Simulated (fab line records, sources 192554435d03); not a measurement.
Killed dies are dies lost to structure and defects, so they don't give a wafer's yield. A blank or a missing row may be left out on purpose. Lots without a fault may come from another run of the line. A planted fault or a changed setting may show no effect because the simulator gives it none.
Which tool did it? | flow n5_finfet | 11 lots, 32 wafers sampled, at 4 steps of a route of 1938

WHAT THE GAUGES READ, wafer by wafer
N5_BEOL_M7_INSPECT_58: inspects for defects (darkfield).
lot  | measured     | on                | raw_defect_count
L353 | day 10 00:35 | defect_inspect-02 | 59 38 39
L355 | day 10 08:17 | defect_inspect-02 | 123 48 148
L357 | day 10 08:53 | defect_inspect-01 | 52 26 57
L356 | day 10 16:17 | defect_inspect-02 | 65 59 72
L360 | day 10 20:52 | defect_inspect-02 | 74 76 66
L363 | day 12 01:27 | defect_inspect-02 | 118 80 104
L364 | day 12 05:55 | defect_inspect-01 | 72 65 102
L366 | day 13 10:49 | defect_inspect-01 | 76 41 61
L373 | day 14 00:19 | defect_inspect-02 | 129 100 69
L372 | day 14 00:50 | defect_inspect-02 | 91 98 66
L375 | day 16 08:53 | defect_inspect-01 | 71 64

WHICH TOOL RAN EACH LOT (tool, then ch and the chambers of the sampled wafers, then the start)
lot  | N5_BEOL_M7_SURFACE_TREAT_79  | N5_BEOL_M7_CVD_78                | N5_BEOL_M7_CMP_52
L353 | pvd_sputter-03, day 9 23:11  | cvd_co-02 ch 0,2, day 9 23:24    | cmp-03 ch 1,2,3, day 10 00:08
L355 | pvd_sputter-01, day 10 06:40 | cvd_co-01 ch 0,1,2, day 10 06:44 | cmp-03 ch 2,3, day 10 07:48
L357 | pvd_sputter-03, day 10 07:01 | cvd_co-02 ch 0,1, day 10 07:05   | cmp-04 ch 1,2, day 10 08:28
L356 | pvd_sputter-03, day 10 15:06 | cvd_co-02 ch 0,2, day 10 15:11   | cmp-04 ch 0,1,2, day 10 15:50
L360 | pvd_sputter-03, day 10 19:34 | cvd_co-01 ch 0,1, day 10 19:38   | cmp-03 ch 0,1,3, day 10 20:29
L363 | pvd_sputter-02, day 12 00:14 | cvd_co-01 ch 0,2, day 12 00:20   | cmp-04 ch 0,2,3, day 12 01:02
L364 | pvd_sputter-02, day 12 04:31 | cvd_co-02 ch 0,2, day 12 04:34   | cmp-03 ch 0,1, day 12 05:28
L366 | pvd_sputter-02, day 13 08:14 | cvd_co-01 ch 0,1,2, day 13 08:22 | cmp-01 ch 0,1,2, day 13 10:23
L373 | pvd_sputter-01, day 13 22:14 | cvd_co-01 ch 0,1, day 13 22:18   | cmp-03 ch 0,1,2, day 13 23:57
L372 | pvd_sputter-01, day 13 22:23 | cvd_co-01 ch 0,1,2, day 13 22:26 | cmp-01 ch 0,2,3, day 14 00:27
L375 | pvd_sputter-02, day 16 07:26 | cvd_co-02 ch 0,1, day 16 07:32   | cmp-04 ch 1,2, day 16 08:29
- N5_BEOL_M7_SURFACE_TREAT_79
- N5_BEOL_M7_CVD_78: deposits Co from CCTBA/H2, target thk 2 nm, time 142.3 s.
- N5_BEOL_M7_CMP_52: polishes, stops on SiCOH lowk, t overpolish 6.9 s, target thk 80 nm.

WHAT THE TOOLS THEMSELVES READ (means of the sampled wafers that have a number; where no wafer has one, the mark that the record gives instead)
N5_BEOL_M7_CMP_52.
lot  | tool   | barrier_field_endpoint_s (s) | motor_current_A (A) | overpolish_run_s (s) | pad_life_wafers | time_to_endpoint_s (s)
L353 | cmp-03 | 28.5                         | 6.3                 | 6.894                | 1994            | 56.1
L355 | cmp-03 | 27.8                         | 5.9                 | 6.902                | 2036            | 58.0
L357 | cmp-04 | 29.1                         | 5.8                 | 6.898                | 2000            | 61.8
L356 | cmp-04 | 28.1                         | 5.9                 | 6.900                | 8               | 59.4
L360 | cmp-03 | 28.5                         | 6.2                 | 6.906                | 2156            | 61.3
L363 | cmp-04 | 28.5                         | 6.2                 | 6.906                | 284             | 62.3
L364 | cmp-03 | 28.4                         | 6.5                 | 6.903                | 248             | 59.3
L366 | cmp-01 | 29.3                         | 6.3                 | 6.887                | 2024            | 66.0
L373 | cmp-03 | 31.2                         | 6.1                 | 6.903                | 389             | 60.0
L372 | cmp-01 | 30.1                         | 6.2                 | 6.896                | 72              | 59.6
L375 | cmp-04 | 29.0                         | 5.9                 | 6.905                | 1135            | 60.2

THE ANSWER, worked out from the rows above alone
Rule: what is usual is taken from the lots themselves. Put in order of their means at a reading, lots are off if they are a third of the lots or fewer, leave a main group of 4 or more, and stand apart from it by a gap of 3 or more times the standard deviation of the main group's means; of several such gaps the widest counts. A main group whose means are all the same, to the digits that the tables above print for the reading, isn't used. A lot without any number at a reading at which 4 lots or more have one is off too. The other lots that the step has rows for count as sound. The gauges are gone through in route order, then the tools' own readings, and for those a lot's mean is taken as printed above. The first step at which some lot is off is used, and at that step the reading that is off furthest; a lot without a number counts as furthest.
No lot is off at any reading shown: from this, nothing can be told.

WHAT THE SIMULATOR HAD PUT IN
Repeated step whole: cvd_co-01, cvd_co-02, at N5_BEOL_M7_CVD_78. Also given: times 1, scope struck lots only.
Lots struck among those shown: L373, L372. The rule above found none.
